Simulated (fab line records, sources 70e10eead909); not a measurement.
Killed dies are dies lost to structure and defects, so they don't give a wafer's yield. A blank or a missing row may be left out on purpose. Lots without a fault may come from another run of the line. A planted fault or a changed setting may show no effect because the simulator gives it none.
Which tool did it? | flow nand_harc | 13 lots, 39 wafers sampled, at 3 steps of a route of 1302

WHAT THE GAUGES READ, wafer by wafer
NHARC_A_SLIT_INSPECT_11.
lot  | measured     | on                | raw_defect_count
L600 | day 20 04:23 | defect_inspect-01 | 103 111 107
L602 | day 20 12:49 | defect_inspect-02 | 71 59 59
L601 | day 20 12:58 | defect_inspect-02 | 58 50 56
L599 | day 20 13:07 | defect_inspect-02 | 18 20 13
L603 | day 21 07:34 | defect_inspect-02 | 65 82 70
L607 | day 22 13:21 | defect_inspect-02 | 69 76 80
L612 | day 25 20:59 | defect_inspect-02 | 74 94 84
L615 | day 26 00:19 | defect_inspect-01 | 51 55 69
L616 | day 27 01:35 | defect_inspect-01 | 72 58 63
L619 | day 27 23:24 | defect_inspect-02 | 21 26 24
L620 | day 28 07:06 | defect_inspect-02 | 61 56 65
L621 | day 29 08:58 | defect_inspect-01 | 84 78 90
L622 | day 29 14:54 | defect_inspect-01 | 38 21 36

NHARC_A_SIN_REMOVE_INSPECT_04.
lot  | measured     | on                | raw_defect_count
L600 | day 20 16:41 | defect_inspect-02 | 348 391 483
L602 | day 21 02:01 | defect_inspect-02 | 402 370 321
L601 | day 21 02:03 | defect_inspect-02 | 259 262 375
L599 | day 21 05:41 | defect_inspect-02 | 292 352 318
L603 | day 21 20:31 | defect_inspect-01 | 304 558 496
L607 | day 23 01:00 | defect_inspect-01 | 343 305 329
L612 | day 26 13:27 | defect_inspect-02 | 420 638 530
L615 | day 26 17:14 | defect_inspect-02 | 406 534 470
L616 | day 27 23:29 | defect_inspect-01 | 505 589 543
L619 | day 28 13:36 | defect_inspect-02 | 368 320 304
L620 | day 28 22:56 | defect_inspect-01 | 371 316 467
L621 | day 29 22:00 | defect_inspect-02 | 390 294 340
L622 | day 30 06:00 | defect_inspect-02 | 264 275 333

WHICH TOOL RAN EACH LOT (tool, then ch and the chambers of the sampled wafers, then the start)
lot  | NHARC_A_SLIT_DESCUM_14
L600 | rie_diel-11 ch 0,1,3, day 20 04:28
L602 | rie_diel-06 ch 0,2, day 20 12:53
L601 | rie_diel-02 ch 0,1,2, day 20 13:03
L599 | rie_diel-02 ch 1,2, day 20 13:11
L603 | rie_diel-02 ch 0,2, day 21 07:38
L607 | rie_diel-02 ch 1,2,3, day 22 13:25
L612 | rie_diel-11 ch 0,2,3, day 25 21:03
L615 | rie_diel-06 ch 0,2,3, day 26 00:22
L616 | rie_diel-11 ch 0,1, day 27 01:38
L619 | rie_diel-02 ch 0,2,3, day 27 23:28
L620 | rie_diel-06 ch 0,1,3, day 28 07:10
L621 | rie_diel-11 ch 0,1,3, day 29 09:02
L622 | rie_diel-11 ch 1,2,3, day 29 14:58
- NHARC_A_SLIT_DESCUM_14: chemistry O2, time 3 s.

WHAT THE TOOLS THEMSELVES READ (means of the sampled wafers that have a number; where no wafer has one, the mark that the record gives instead)
NHARC_A_SLIT_DESCUM_14.
lot  | tool        | drypump_motor_current_A (A) | oes_product_au (a.u.) | rf_vpp_V (V) | showerhead_plenum_p_Torr (Torr) | throttle_valve_pct (%)
L600 | rie_diel-11 | 5.6                         | 1.000                 | 57.2         | 1.89                            | 11.299
L602 | rie_diel-06 | 5.5                         | 1.002                 | 57.7         | 1.85                            | 11.315
L601 | rie_diel-02 | 5.5                         | 1.009                 | 57.7         | 1.85                            | 11.312
L599 | rie_diel-02 | 5.2                         | 1.002                 | 57.7         | 1.85                            | 11.310
L603 | rie_diel-02 | 5.2                         | 1.010                 | 57.6         | 1.80                            | 11.314
L607 | rie_diel-02 | 5.7                         | 0.999                 | 57.8         | 1.86                            | 11.306
L612 | rie_diel-11 | 5.9                         | 0.995                 | 57.7         | 1.91                            | 11.298
L615 | rie_diel-06 | 5.8                         | 1.000                 | 58.0         | 1.91                            | 11.313
L616 | rie_diel-11 | 5.6                         | 1.009                 | 57.1         | 1.89                            | 11.303
L619 | rie_diel-02 | 5.7                         | 0.990                 | 57.4         | 1.81                            | 11.313
L620 | rie_diel-06 | 5.6                         | 0.994                 | 57.8         | 1.91                            | 11.308
L621 | rie_diel-11 | 5.6                         | 0.995                 | 57.2         | 1.89                            | 11.316
L622 | rie_diel-11 | 5.7                         | 1.001                 | 57.1         | 1.91                            | 11.302

THE ANSWER, worked out from the rows above alone
Rule: what is usual is taken from the lots themselves. Put in order of their means at a reading, lots are off if they are a third of the lots or fewer, leave a main group of 4 or more, and stand apart from it by a gap of 3 or more times the standard deviation of the main group's means; of several such gaps the widest counts. A main group whose means are all the same, to the digits that the tables above print for the reading, isn't used. A lot without any number at a reading at which 4 lots or more have one is off too. The other lots that the step has rows for count as sound. The gauges are gone through in route order, then the tools' own readings, and for those a lot's mean is taken as printed above. The first step at which some lot is off is used, and at that step the reading that is off furthest; a lot without a number counts as furthest.
No lot is off at any reading shown: from this, nothing can be told.

WHAT THE SIMULATOR HAD PUT IN
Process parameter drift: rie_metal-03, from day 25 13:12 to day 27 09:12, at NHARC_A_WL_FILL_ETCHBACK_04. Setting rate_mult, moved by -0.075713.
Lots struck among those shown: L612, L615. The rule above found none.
